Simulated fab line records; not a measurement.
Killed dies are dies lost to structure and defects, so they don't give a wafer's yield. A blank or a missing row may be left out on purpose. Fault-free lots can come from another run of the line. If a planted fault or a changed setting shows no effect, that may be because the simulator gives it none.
A lot that was struck, set against a sound lot / flow n5Finfet / 16 steps out of a route of 1938
Sound: these wafers, L195.1, L195.4, L195.5. Wafers L185.1, L185.2, L185.6 were the ones struck. Last of all comes the cause.
At each step with rows: each side's tool, then ch and its chambers, then its first start. Under that, the readings that differ: sound wafers / struck wafers / difference of the means / sigmas: that difference in standard deviations of wafers without a fault.
alike: readings whose means differ by less than 2 such deviations, and words and numbers that are the same on both sides. not compared: withheld readings, readings that some wafer has no value for, bounds like >300 that may hide the same value, and numbers for which the record gives no deviation and whose values overlap.
A row with sigmas, a row that says differs or no value, or rows on one side alone: a step with any of these is where the two part. Numbers that don't overlap but have no deviation are shown without sigmas and don't part them. A reading that every wafer of one side lacks parts them only if that side has two wafers or more.

first, 11 steps without rows for these wafers: N5_BEOL_M0_SAQP_STRIP_115 (strips in post etch residue remover, time 60 s); N5_BEOL_M0_SAQP_SRD_93 (time 30 s); N5_BEOL_M0_SAQP_RECESS_114 (chemistry HF/NH3, target SiO2, target depth 14.4 nm, afs cycles 3, sublimation time 60 s); N5_BEOL_M0_SAQP_SPACER1_ALD_98 (deposits SiO2, target thk 12.8 nm, pulse time 1 s, purge time 2 s); N5_BEOL_M0_SAQP_SPACER1_ETCHBACK_99 (etches SiO2 in CHF3/O2, target depth 15.4 nm, time 7.7 s); N5_BEOL_M0_SAQP_MANDREL1_REMOVE_100 (chemistry HBr/Cl2/O2, target a-Si, stops on SiNx, bt time 10 s); N5_BEOL_M0_SAQP_ETCH_101 (etches SiNx in CH3F/O2, target depth 29.9 nm, time 42.7 s); N5_BEOL_M0_SAQP_ETCH_102 (etches SiO2 in CF4, target depth 4 nm, time 4.4 s); N5_BEOL_M0_SAQP_MANDREL_ETCH_103 (etches a-Si in HBr/Cl2, stops on SiCN, target depth 45 nm, bt time 10 s, time 27 s); N5_BEOL_M0_SAQP_RECESS_104 (chemistry HF/NH3, target SiO2, target depth 18 nm, afs cycles 3, sublimation time 60 s); N5_BEOL_M0_SAQP_COAT_105 (time 60 s, resist thk 100 nm).
N5_BEOL_M0_SAQP_ETCH_106: etches SOC in N2/H2, stops on SiNx, target depth 150 nm.
  sound on rieDiel-03 ch 2,3, day 9 03:36; struck on rieDiel-04 ch 0,1,2, day 6 15:10
  no value came back on the struck wafers for any of 7 readings (biasW (W), chamberPressureMTorr (mTorr) and others); on the sound wafers biasW (W) reads 60.83 61.04 60.97
reading=model.SOC_of_BEOL_M0_SAQP_COAT_105.thkNm (nm); sound=25.4 23.8 25.2; struck=100.2 100.4 100.2; difference=+75.5; sigmas=
  not compared: rfHoursCounterH
N5_BEOL_M0_SAQP_ETCH_107: etches SiNx in CH3F/O2, target depth 30 nm.
  sound on rieDiel-03 ch 2,3, day 9 03:40; struck on rieDiel-04 ch 0,1,2, day 6 15:14
reading=model.SOC_of_BEOL_M0_SAQP_COAT_105.thkNm (nm); sound=14.6 12.8 14.4; struck=89.2 89.2 89.2; difference=+75.3; sigmas=
  alike: CH3F_flow_sccm, O2_flow_sccm, drypumpMotorCurrentA, oesProductAu, rfVppV, showerheadPlenumPTorr, throttleValvePct
  not compared: rfHoursCounterH
then, 1 step without rows for these wafers: N5_BEOL_M0_SAQP_STRIP_108 (strips in N2/H2).
N5_BEOL_M4_RC_MEAS_101:
  the record has rows for the sound wafers here (prober-02 ch 0, day 12 02:14) and none for the struck ones
-- the record jumps here: 7 days lie between the struck wafers' starts before and after (it left off in module BEOL_M4 and takes up again in module PASSIVATION, whose first step shown is number 1936 of the route) --
N5_PASSIVATION_PROBE_49:
  rows exist in the record for the struck wafers here (prober-01, day 13 21:06), but not for the sound ones

## WHERE THEY PART
At N5_BEOL_M0_SAQP_ETCH_106 first; at N5_PASSIVATION_PROBE_49 last (within this record only).

WHY: what had been put in by the simulator
Skipped step whole: rieDiel-04, from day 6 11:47 on, at N5_BEOL_M0_SAQP_ETCH_106. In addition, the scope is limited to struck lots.
